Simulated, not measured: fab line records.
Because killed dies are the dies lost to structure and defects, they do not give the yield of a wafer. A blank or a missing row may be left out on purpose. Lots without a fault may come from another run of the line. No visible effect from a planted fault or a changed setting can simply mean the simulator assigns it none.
A single fault, viewed from 2 desks ; flow n5_finfet ; only its own numbers are on each desk; what lay behind them is given at the end

TOOL OWNER'S DESK, ald_metal-04
The tool's own readings at N5_MOL_CONTACT_COAG_ALD_20 (deposits TiN, target thk 1.5 nm, pulse time 1 s, purge time 3 s): means of the sampled wafers that have a number, for each lot that ran on this tool. The brackets show how far a lot's mean lies from the usual mean; more than 4 standard deviations puts the lot out of limits, marked OUT.
Columns: A = heater_power_w at N5_MOL_CONTACT_COAG_ALD_20, usual 878 W; B = precursor_pulse_height_rel at N5_MOL_CONTACT_COAG_ALD_20, usual 1.000
lot;first seen here;A;B
L821;day 5 12:16;907;0.992
L824;day 6 03:03;897;0.996
L832;day 8 04:31;943;1.016
L834;day 8 18:20;973;0.990
This desk found nothing out of limits on any of the 4 lots.

FROM THE METROLOGY DESK
What the gauges read for every lot (on any tool): the sampled wafers with a number, averaged. The brackets show how far a lot's mean lies from the usual mean; more than 4 standard deviations puts the lot out of limits, marked OUT. Only the readings that lie furthest out on some lot appear, 7 of the 11 it has.
Columns: A = DIBL_N at N5_BEOL_M4_RC_MEAS_101, usual 37.0 mV/V; B = DIBL_P at N5_BEOL_M4_RC_MEAS_101, usual 36.7 mV/V; C = IOFF_N at N5_BEOL_M4_RC_MEAS_101, usual 0.17 nA/um; D = IOFF_P at N5_BEOL_M4_RC_MEAS_101, usual 0.22 nA/um; E = SS_N at N5_BEOL_M4_RC_MEAS_101, usual 71.6 mV/dec; F = SS_P at N5_BEOL_M4_RC_MEAS_101, usual 73.4 mV/dec; G = VT_P at N5_BEOL_M4_RC_MEAS_101, usual -250 mV
lot;first seen here;A;B;C;D;E;F;G
L819;day 5 03:40;35.3;35.0;0.14;0.17;71.3;72.6;-254
L821;day 5 10:10;37.1;39.2;0.17;0.22;72.7;73.8;-251
L824;day 6 01:47;38.8;37.9;0.20;0.23;71.7;74.1;-251
L830;day 7 22:00;37.4;36.8;0.19;0.27;71.4;73.2;-244
L832;day 8 03:26;33.3;32.9;0.11;0.15;70.3;72.2;-258
L834;day 8 13:53;36.9;36.9;0.17;0.23;71.7;73.2;-249
L836;day 8 23:07;38.3;38.0;0.20;0.26;72.0;73.9;-247
L841;day 10 08:42;35.8;34.6;0.15;0.21;71.7;73.4;-250
L842;day 10 13:16;37.3;36.2;0.16;0.22;71.3;73.3;-248
This desk found nothing out of limits on any of the 9 lots.

BROUGHT TOGETHER
Nothing out of limits was seen by the tool owner's desk.
Metrology desk: nothing out of limits seen.

WHAT HAD BEEN PUT IN BY THE SIMULATOR
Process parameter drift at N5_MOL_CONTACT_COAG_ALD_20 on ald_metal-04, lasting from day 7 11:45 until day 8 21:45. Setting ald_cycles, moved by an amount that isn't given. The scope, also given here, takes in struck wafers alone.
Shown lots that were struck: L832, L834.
